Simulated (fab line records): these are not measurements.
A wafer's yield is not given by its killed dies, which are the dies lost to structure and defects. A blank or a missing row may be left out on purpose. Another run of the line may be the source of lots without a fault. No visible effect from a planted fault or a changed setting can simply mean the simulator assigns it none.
Lot-split experiment | flow n5Finfet | on a route of 1938 steps: 7 lots, 39 wafers read

== THE SPLIT ==
At N5_DUMMY_GATE_ETCH_42 (etches SiO2 in CHF3/O2, target depth 3.5 nm, time 31 s), the setting biasW was moved away from the recipe's 12 W on 18 of the 39 wafers read, by -16.8% to +18.4%. For the rest of the wafers, this setting stayed at what the recipe calls for.

The reading is taken at the split's own step.

== THE READING ==
rfVppV, in V, at N5_DUMMY_GATE_ETCH_42 (etches SiO2 in CHF3/O2, target depth 3.5 nm, time 31 s). Typical for fault-free wafers on this fab line: 42.5 V, with standard deviation 1.1 V.

wafer  | tool, chamber at the split | biasW as run, W | against the recipe | rfVppV, V | against lot-mates on the recipe
L076.1 | rieDiel-05, 1              | 12.7            | +5.8%              | 43.0      | +0.8
L076.2 | rieDiel-05, 0              | 12              | recipe             | 44.7      | -
L076.3 | rieDiel-05, 3              | 12              | recipe             | 40.5      | -
L076.4 | rieDiel-05, 2              | 12              | recipe             | 41.3      | -
L076.5 | rieDiel-05, 2              | 12.7            | +5.8%              | 44.6      | +2.4
L076.6 | rieDiel-05, 3              | 12.7            | +5.8%              | 43.2      | +1.0
L080.1 | rieDiel-01, 3              | 12              | recipe             | 43.5      | -
L080.2 | rieDiel-01, 0              | 12              | recipe             | 42.7      | -
L080.3 | rieDiel-01, 1              | 10.53           | -12.3%             | 39.7      | -3.4
L080.4 | rieDiel-01, 2              | 10.53           | -12.3%             | 38.9      | -4.2
L080.5 | rieDiel-01, 2              | 10.53           | -12.3%             | 38.4      | -4.7
L080.6 | rieDiel-01, 3              | 12              | recipe             | 43.2      | -
L081.1 | rieDiel-05, 3              | 11.29           | -5.9%              | 40.2      | -2.4
L081.2 | rieDiel-05, 0              | 12              | recipe             | 43.5      | -
L081.3 | rieDiel-05, 1              | 11.29           | -5.9%              | 39.0      | -3.6
L081.4 | rieDiel-05, 2              | 12              | recipe             | 42.8      | -
L081.5 | rieDiel-05, 1              | 12              | recipe             | 41.6      | -
L081.6 | rieDiel-05, 2              | 11.29           | -5.9%              | 40.9      | -1.7
L083.1 | rieDiel-01, 1              | 14.21           | +18.4%             | 48.6      | +5.3
L083.2 | rieDiel-01, 3              | 12              | recipe             | 42.7      | -
L083.3 | rieDiel-01, 0              | 12              | recipe             | 43.6      | -
L083.4 | rieDiel-01, 2              | 14.21           | +18.4%             | 47.8      | +4.5
L083.5 | rieDiel-01, 0              | 12              | recipe             | 43.7      | -
L083.6 | rieDiel-01, 3              | 14.21           | +18.4%             | 48.9      | +5.6
L084.1 | rieDiel-04, 0              | 12              | recipe             | 43.4      | -
L084.2 | rieDiel-04, 2              | 9.985           | -16.8%             | 37.4      | -5.3
L084.3 | rieDiel-04, 3              | 12              | recipe             | 42.4      | -
L084.4 | rieDiel-04, 1              | 9.985           | -16.8%             | 36.0      | -6.7
L084.5 | rieDiel-04, 2              | 12              | recipe             | 42.3      | -
L084.6 | rieDiel-04, 1              | 9.985           | -16.8%             | 36.5      | -6.2
L086.3 | rieDiel-04, 2              | 12              | recipe             | 42.1      | -
L086.4 | rieDiel-04, 0              | 12              | recipe             | 44.8      | -
L086.5 | rieDiel-04, 3              | 12              | recipe             | 42.7      | -
L087.1 | rieDiel-01, 1              | 12              | recipe             | 43.2      | -
L087.2 | rieDiel-01, 0              | 11.41           | -4.9%              | 40.9      | -2.0
L087.3 | rieDiel-01, 1              | 12              | recipe             | 42.0      | -
L087.4 | rieDiel-01, 0              | 12              | recipe             | 43.5      | -
L087.5 | rieDiel-01, 1              | 11.41           | -4.9%              | 40.7      | -2.2
L087.6 | rieDiel-01, 0              | 11.41           | -4.9%              | 42.6      | -0.3

FIT RESULTS
A straight line over all 39 wafers: rfVppV changes by +0.323 V for each +1% of biasW; r = +0.94; the points scatter about the line by 0.99 V.
The same after taking each lot's own level away (the mean of its wafers on the recipe; 39 wafers): +0.317 V for each +1%; r = +0.95; scatter 0.91 V.
Per that fit: largest biasW move, reading shift of 5.8 V.
Measured against the standard deviation above, the lots' own levels, which go from 42.17 to 43.33 V, span 1.1 times it.
The two slopes agree, so the slope changes little with the lot-to-lot level.
Check: with one of the wafers moved furthest among these (+18.4%) left out of the fit, the line predicts +5.7 V for it against its lot-mates. Against them it came out at +5.27 V.
Tool readings at the split's step, against how far the setting was moved: rfVppV r = +0.94.

== FURTHER SPLITS ON THESE WAFERS ==
Other splits were also applied to these wafers ahead of the reading. Each is held against what the fit with the lots' levels taken away leaves over:
other split on the same wafers | wafers away from the commonest value | r with rfVppV (lot level and that fit taken away)
N5_FIN_SAQP_HM_DEP_72 timeS    | 18                                   | +0.01
N5_FIN_CUT_ETCH_21 biasW       | 15                                   | +0.22

== THE FILE'S OWN FIT ==
rfVppV changes by +0.321 V for each +1% of biasW, r = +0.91.
